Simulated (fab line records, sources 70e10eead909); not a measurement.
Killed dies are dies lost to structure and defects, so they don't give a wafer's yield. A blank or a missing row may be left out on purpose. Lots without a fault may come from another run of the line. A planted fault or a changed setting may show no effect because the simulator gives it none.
A struck lot beside a sound one | flow nand_harc | 20 steps out of a route of 1159
Sound: wafers L666.2, L666.3, L666.6. Struck: wafers L667.2, L667.3, L667.5. The cause comes at the end.
At each step with rows: each side's tool, then ch and its chambers, then its first start. Under that, the readings that differ: sound wafers | struck wafers | difference of the means | sigmas: that difference in standard deviations of wafers without a fault.
alike: readings whose means differ by less than 2 such deviations, and words and numbers that are the same on both sides. not compared: withheld readings, readings that some wafer has no value for, bounds like >300 that may hide the same value, and numbers for which the record gives no deviation and whose values overlap.
The two part at a step that has a row with sigmas, a row that says differs or no value, or rows on one side only. Numbers that don't overlap but have no deviation are shown without sigmas and don't part them. A reading that every wafer of one side lacks parts them only if that side has two wafers or more.

NHARC_P_ZERO_WELL_CD_MEAS_11: target cd 500 nm.
  sound on cd_sem-02 ch 0, day 1 19:07; struck on cd_sem-03 ch 0, day 2 01:14
  alike: cd_nm
then, 1 step without rows for these wafers: NHARC_P_ZERO_WELL_HARDBAKE_12 (time 65 s).
NHARC_P_ZERO_WELL_DESCUM_13: chemistry O2, time 3 s.
  sound on rie_diel-05 ch 1,2, day 1 19:18; struck on rie_diel-11 ch 0,1, day 2 01:24
  alike: drypump_motor_current_A, mfc_ar_sccm, oes_product_au, rf_vpp_V, showerhead_plenum_p_Torr, throttle_valve_pct
  not compared: rf_hours_counter_h
NHARC_P_ZERO_WELL_ETCH_65: etches the open film in N2/H2, target depth 80 nm, overetch 24 nm, time 87.88 s.
  sound on rie_diel-05 ch 0,1,2, day 1 19:23; struck on rie_diel-11 ch 0,3, day 2 01:29
  alike: bias_w, drypump_motor_current_A, mfc_ar_sccm, n2_flow_sccm, oes_product_au, rf_vpp_V, showerhead_plenum_p_Torr, throttle_valve_pct
  not compared: rf_hours_counter_h
NHARC_P_ZERO_WELL_ETCH_62: etches the open film in CHF3/Ar, target depth 13 nm, time 6.5 s.
  sound on rie_diel-05 ch 0,1,2; struck on rie_diel-11 ch 1,2,3
  alike: bias_w, drypump_motor_current_A, mfc_ar_sccm, oes_product_au, rf_vpp_V, showerhead_plenum_p_Torr, throttle_valve_pct
  not compared: rf_hours_counter_h
NHARC_P_ZERO_WELL_ETCH_63: etches the open film in HBr/Cl2, target depth 120 nm, time 40.1 s.
  sound on rie_si-06 ch 0,1,3, day 1 19:35; struck on rie_si-01 ch 0,3, day 2 01:39
  alike: bias_w, drypump_motor_current_A, hbr_flow_sccm, oes_product_au, throttle_valve_pct
  not compared: rf_hours_counter_h
then, 6 steps without rows for these wafers: NHARC_P_ZERO_WELL_STRIP_15 (strips in SPM, time 900 s); NHARC_P_ZERO_WELL_DEHYDRATE_16 (time 120 s); NHARC_P_ZERO_WELL_HMDS_17 (time 30 s); NHARC_P_ZERO_WELL_COAT_18; NHARC_P_ZERO_WELL_SOFTBAKE_19 (time 95 s); NHARC_P_ZERO_WELL_EBR_20.
NHARC_P_ZERO_WELL_EXPOSE_21: exposes mask P NWELL, target cd 720 nm.
  sound on krf_scanner-04 ch 0, day 1 20:14; struck on krf_scanner-04 ch 0, day 2 02:18
  reading              | sound                | struck               | difference | sigmas
  exposure_dose_mJ_cm2 | 22.332 22.308 22.306 | 23.569 23.577 23.529 | +1.243     | +54
  alike: mask
then, 2 steps without rows for these wafers: NHARC_P_ZERO_WELL_PEB_22 (peb time 85 s); NHARC_P_ZERO_WELL_DEVELOP_23 (time 70 s).
NHARC_P_ZERO_WELL_CD_MEAS_24: target cd 720 nm.
  sound on cd_sem-02 ch 0, day 1 20:23; struck on cd_sem-02 ch 0, day 2 02:28
  reading    | sound             | struck            | difference | sigmas
  cd_nm (nm) | 719.7 720.7 720.2 | 728.9 731.1 729.4 | +9.6       | +7
then, 1 step without rows for these wafers: NHARC_P_ZERO_WELL_HARDBAKE_25 (time 80 s).
NHARC_P_ZERO_WELL_DESCUM_26: chemistry O2, time 3 s.
  sound on rie_diel-09 ch 1,3, day 1 20:34; struck on rie_diel-09 ch 0,1,3, day 2 02:38
  reading                      | sound             | struck            | difference | sigmas
  model.P_ZERO_WELL.cd_nm (nm) | 719.6 720.8 719.7 | 728.1 730.6 729.8 | +9.5       |
  alike: drypump_motor_current_A, mfc_ar_sccm, oes_product_au, rf_vpp_V, showerhead_plenum_p_Torr, throttle_valve_pct
  not compared: rf_hours_counter_h
then, 1 step without rows for these wafers: NHARC_P_ZERO_WELL_IMPLANT_27.
-- the record jumps here: 19 days lie between the struck wafers' starts before and after (it left off in module P_ZERO_WELL and takes up again in module END, whose first step shown is number 1159 of the route) --
NHARC_END_SORT_01:
  the record has rows for the struck wafers here (prober-02 ch 0, day 20 17:04) and none for the sound ones

WHERE THEY PART
First at NHARC_P_ZERO_WELL_EXPOSE_21; last, within this record, at NHARC_END_SORT_01.

WHY: what the simulator had put in
Process parameter drift: krf_scanner-04, from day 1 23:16 on, at NHARC_P_ZERO_WELL_EXPOSE_21. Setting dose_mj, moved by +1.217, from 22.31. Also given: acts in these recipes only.
